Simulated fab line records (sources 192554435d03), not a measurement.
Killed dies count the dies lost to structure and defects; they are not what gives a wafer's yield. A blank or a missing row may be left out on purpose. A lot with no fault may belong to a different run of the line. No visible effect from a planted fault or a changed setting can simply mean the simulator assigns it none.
Struck lot and sound lot, side by side / flow n5 finfet / 16 out of 1938 route steps
Sound: the wafers L931.1, L931.5, L931.6. Struck: wafers L918.2, L918.3, L918.5. The cause is given at the end.
Per side, at each step with rows, come the tool, then ch with its chambers, and then its first start. Under that, the readings that differ: sound wafers / struck wafers / difference of the means / sigmas: that difference in standard deviations of wafers without a fault.
alike: readings with means less than 2 such deviations apart, plus words and numbers identical on both sides. not compared: withheld readings, readings lacking a value on some wafer, bounds such as >300 that could conceal the same value, and numbers that have no deviation in the record and whose values overlap.
The two part at a step that has a row with sigmas, a row that says differs or no value, or rows on one side only. Numbers that don't overlap but have no deviation are shown without sigmas and don't part them. Lack of a reading on every wafer of one side parts them only where that side has two or more wafers.

first, 10 steps without rows for these wafers: N5_BEOL_M1_DESCUM_33 (chemistry O2, time 7 s); N5_BEOL_M1_ETCH_77 (etches underlayer in N2/H2, target depth 6.5 nm, time 5.2 s); N5_BEOL_M1_ETCH_69 (etches SiARC in CF4, target depth 15.6 nm, time 26 s); N5_BEOL_M1_ALD_98 (deposits SiO2, target thk 2.5 nm, pulse time 1 s, co reactant pulse time 1 s); N5_BEOL_M1_ETCHBACK_99 (etches SiO2 in CHF3, target depth 5 nm, time 10.4 s); N5_BEOL_M1_ETCH_70 (etches SOC in N2/H2, target depth 80 nm, overetch 16 nm, time 120 s); N5_BEOL_M1_STRIP_71 (strips in N2/H2); N5_BEOL_M1_STRIP_78 (strips in N2/H2); N5_BEOL_M1_VIA_ETCH_34 (etches the open film in C4F6/O2, target depth 67.8 nm, time 64.4 s); N5_BEOL_M1_STRIP_83 (strips in C4F6/O2).
N5_BEOL_M1_STRIP_36: strips in N2/H2.
  sound on rie diel-06 ch 2,3, day 11 08:35; struck on rie diel-01 ch 0,2, day 8 07:17
  no value came back on the struck wafers for any of 8 readings (bias power w (W), chamber pressure mTorr (mTorr) and others); on the sound wafers bias power w (W) reads 7.002 7.012 7.000
reading=model.SOC_of_BEOL_M1_COAT_67.thk nm (nm); sound=0 0 0; struck=52.2 52.2 52; difference=+52.1; sigmas=
reading=model.SiO2_of_BEOL_M1_ALD_98.thk nm (nm); sound=0 0 0; struck=2.4 2.6 2.4; difference=+2.5; sigmas=
  not compared: rf hours counter h
then, 1 step without rows for these wafers: N5_BEOL_M1_TRENCH_ETCH_37 (etches SiOC in C4F6/O2, target depth 55.207 nm, time 29 s).
N5_BEOL_M1_ETCH_41: etches SiCN in CH3F/O2, target depth 31.9 nm, time 57.8 s.
  sound on rie diel-06 ch 2,3; struck on rie diel-01 ch 0,2, day 8 07:21
reading=model.SOC_of_BEOL_M1_COAT_67.thk nm (nm); sound=0 0 0; struck=33.8 33.8 33.6; difference=+33.7; sigmas=
  alike: CH3F_flow_sccm, drypump motor current A, mfc ar sccm, oes product au, rf fwd power W, rf vpp V, showerhead plenum p Torr, throttle valve pct
  not compared: rf hours counter h
then, 1 step without rows for these wafers: N5_BEOL_M1_STRIP_97 (strips in N2/H2, time 10 s).
N5_BEOL_M4_RC_MEAS_101:
  the record has rows for the sound wafers here (prober-02 ch 0, day 12 19:40) and none for the struck ones
-- record jumps: 6 days separate the struck wafers' starts on either side; left off in module BEOL_M4, taken up again in module PASSIVATION, whose first shown step is the route's number 1936 --
N5_PASSIVATION_PROBE_49:
  sound on prober-02 at day 17 19:26; struck on prober-02 at day 14 12:10
reading=defect limited yield (%); sound=93.9 92.8 94.3; struck=0 0 0; difference=-94; sigmas=-67
reading=killed_at_M0_to_M3; sound=14 35 26; struck=1099 1123 1128; difference=+1092; sigmas=+99 or more
reading=killed dies; sound=72 85 67; struck=1180 1180 1180; difference=+1105; sigmas=+65
reading=killed on rim; sound=7 7 2; struck=152 152 152; difference=+147; sigmas=+35
reading=sort_bin_5_function (%); sound=3.3 4.8 2.5; struck=96.5 97.7 97.2; difference=+93.6; sigmas=+99 or more
reading=sort n pass; sound=1061 1095 1113; struck=0 0 0; difference=-1090; sigmas=-27
reading=sort yield pct (%); sound=90 93 94; struck=0 0 0; difference=-92; sigmas=-26
  alike: killed_at_M4_up, killed at contacts, killed at front end, killed at other, killed open, killed short, sort_bin_6_memory, sort_bin_8_speed

## WHERE THEY PART
Earliest at N5_BEOL_M1_STRIP_36; latest, in this record, at N5_PASSIVATION_PROBE_49.

WHY: what had been put in by the simulator
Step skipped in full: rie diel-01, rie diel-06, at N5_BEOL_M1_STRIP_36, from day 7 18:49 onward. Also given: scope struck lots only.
